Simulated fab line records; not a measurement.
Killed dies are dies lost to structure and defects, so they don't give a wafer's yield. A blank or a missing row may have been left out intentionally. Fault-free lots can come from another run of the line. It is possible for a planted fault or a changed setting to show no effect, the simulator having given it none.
3 desks looking at one fault	flow n5-finfet	each desk holds nothing but its own numbers, with what lay behind them at the end

== THE DEFECT DESK ==
Counts from the inspections along the route, per lot, as means over the sampled wafers that have a number. A lot is out of limits, marked OUT, if its mean lies more than 4 standard deviations from the usual mean; the brackets give that distance.
Columns: A = raw-defect-count at N5_BEOL_M5_INSPECT_30, usual 380
lot	first seen here	A
L579	day 7 18:04	337
L582	day 8 19:24	356
L583	day 9 01:40	481
L589	day 10 12:42	330
L590	day 10 17:59	242
L591	day 11 00:47	358
L595	day 11 22:41	469
L596	day 12 00:57	466
L597	day 12 09:23	401
L600	day 13 10:59	279
L601	day 13 19:19	284
This desk found nothing out of limits on any of the 11 lots.

== DESK OF THE TOOL OWNER: litho-track-03 ==
The tool's own readings at N5_BEOL_M5_COAT_65 (time 60 s, resist thk 60 nm): means of the sampled wafers that have a number, for each lot that ran on this tool. A lot is out of limits, marked OUT, if its mean lies more than 4 standard deviations from the usual mean; the brackets give that distance.
Columns: A = chill-plate-temp-C at N5_BEOL_M5_COAT_65, usual 22.98 C; B = spin-speed-rpm at N5_BEOL_M5_COAT_65, usual 1500.0 rpm
lot	first seen here	A	B
L579	day 7 17:34	22.87	1499.9
L583	day 9 01:10	23.04	1500.8
L589	day 10 12:20	22.95	1500.5
L590	day 10 17:35	22.93	1421.7 (-84) OUT
L591	day 11 00:09	23.06	1423.2 (-83) OUT
Finding of this desk: L590, L591 out of limits; the first was L590 at day 10 17:35, on spin-speed-rpm at N5_BEOL_M5_COAT_65. L579, L583, L589: within limits.

== THE METROLOGY DESK ==
What the gauges read for every lot (on any tool): the sampled wafers with a number, averaged. A lot is out of limits, marked OUT, if its mean lies more than 4 standard deviations from the usual mean; the brackets give that distance.
Columns: A = cd-nm at N5_BEOL_M5_CD_MEAS_11, usual 27.99 nm
lot	first seen here	A
L579	day 7 16:23	28.03
L582	day 8 16:55	28.07
L583	day 9 00:29	28.04
L589	day 10 11:40	28.14
L590	day 10 15:05	28.20
L591	day 10 22:26	27.89
L595	day 11 21:42	27.98
L596	day 11 23:02	27.97
L597	day 12 06:05	27.98
L600	day 13 09:36	27.91
L601	day 13 17:58	28.07
This desk found nothing out of limits on any of the 11 lots.

== ALL TOGETHER ==
The tool owner's desk had the chance to raise an alarm at day 10 17:35 on L590, L591.
The defect desk saw nothing out of limits.
The metrology desk saw nothing out of limits.
The defect desk has L590, L591 on record, within its limits.
The metrology desk has L590, L591 on record, within its limits.
On litho-track-03, each named lot ran N5_BEOL_M5_COAT_65.

== WHAT THE SIMULATOR HAD PUT IN ==
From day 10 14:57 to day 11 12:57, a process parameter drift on litho-track-03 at N5_BEOL_M5_COAT_65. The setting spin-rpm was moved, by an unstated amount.
Shown lots that were struck: L590, L591.
Each desk's first reading out of limits, in hours after the fault started: the tool owner's desk, 3.
